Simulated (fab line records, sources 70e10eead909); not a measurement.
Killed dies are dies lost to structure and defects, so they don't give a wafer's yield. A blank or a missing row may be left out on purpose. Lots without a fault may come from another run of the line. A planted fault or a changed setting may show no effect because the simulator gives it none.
One fault seen from 2 desks | flow nand_harc | each desk has only its own numbers; what lay behind them comes last

THE METROLOGY DESK
What the gauges read, lot by lot, whatever tool the lot ran on: means of the sampled wafers that have a number. A lot is out of limits, marked OUT, if its mean lies more than 4 standard deviations from the usual mean; the brackets give that distance.
Columns: A = thk_nm at NHARC_A_M1_THK_MEAS_24, usual 154.8 nm
lot  | first seen here | A
L868 | day 18 00:37    | 152.1
L869 | day 18 01:19    | 154.1
L870 | day 18 03:10    | 155.2
L867 | day 19 03:46    | 155.0
L878 | day 21 14:16    | 154.0
L883 | day 21 15:34    | 155.5
L882 | day 21 21:57    | 154.9
L880 | day 21 22:44    | 153.9
L881 | day 22 03:32    | 152.2
L884 | day 22 07:05    | 155.9
L886 | day 22 15:34    | 154.5
L888 | day 23 12:46    | 154.6
L889 | day 23 13:30    | 155.2
This desk's finding: nothing out of limits on any of the 13 lots.

THE TOOL OWNER'S DESK: rie_diel-02
The tool's own readings at NHARC_A_STAIRCASE_TRIM_196 (chemistry O2, time 211.2 s): means of the sampled wafers that have a number, for each lot that ran on this tool. A lot is out of limits, marked OUT, if its mean lies more than 4 standard deviations from the usual mean; the brackets give that distance.
Columns: A = drypump_motor_current_A at NHARC_A_STAIRCASE_TRIM_196, usual 5.8 A; B = oes_product_au at NHARC_A_STAIRCASE_TRIM_196, usual 0.998 a.u.; C = rf_vpp_V at NHARC_A_STAIRCASE_TRIM_196, usual 57.7 V; D = showerhead_plenum_p_Torr at NHARC_A_STAIRCASE_TRIM_196, usual 3.50 Torr; E = throttle_valve_pct at NHARC_A_STAIRCASE_TRIM_196, usual 17.036 %
lot  | first seen here | A   | B     | C    | D    | E
L868 | day 11 14:46    | 6.5 | 1.001 | 57.8 | 3.42 | 17.030
L870 | day 11 16:53    | 5.4 | 0.976 | 58.2 | 3.55 | 17.036
L878 | day 14 15:33    | 5.7 | 0.995 | 57.4 | 3.40 | 17.039
L880 | day 15 04:03    | 5.8 | 0.997 | 57.3 | 3.55 | 17.029
This desk's finding: nothing out of limits on any of the 4 lots.

PUT TOGETHER
The metrology desk saw nothing out of limits.
The tool owner's desk saw nothing out of limits.

WHAT THE SIMULATOR HAD PUT IN
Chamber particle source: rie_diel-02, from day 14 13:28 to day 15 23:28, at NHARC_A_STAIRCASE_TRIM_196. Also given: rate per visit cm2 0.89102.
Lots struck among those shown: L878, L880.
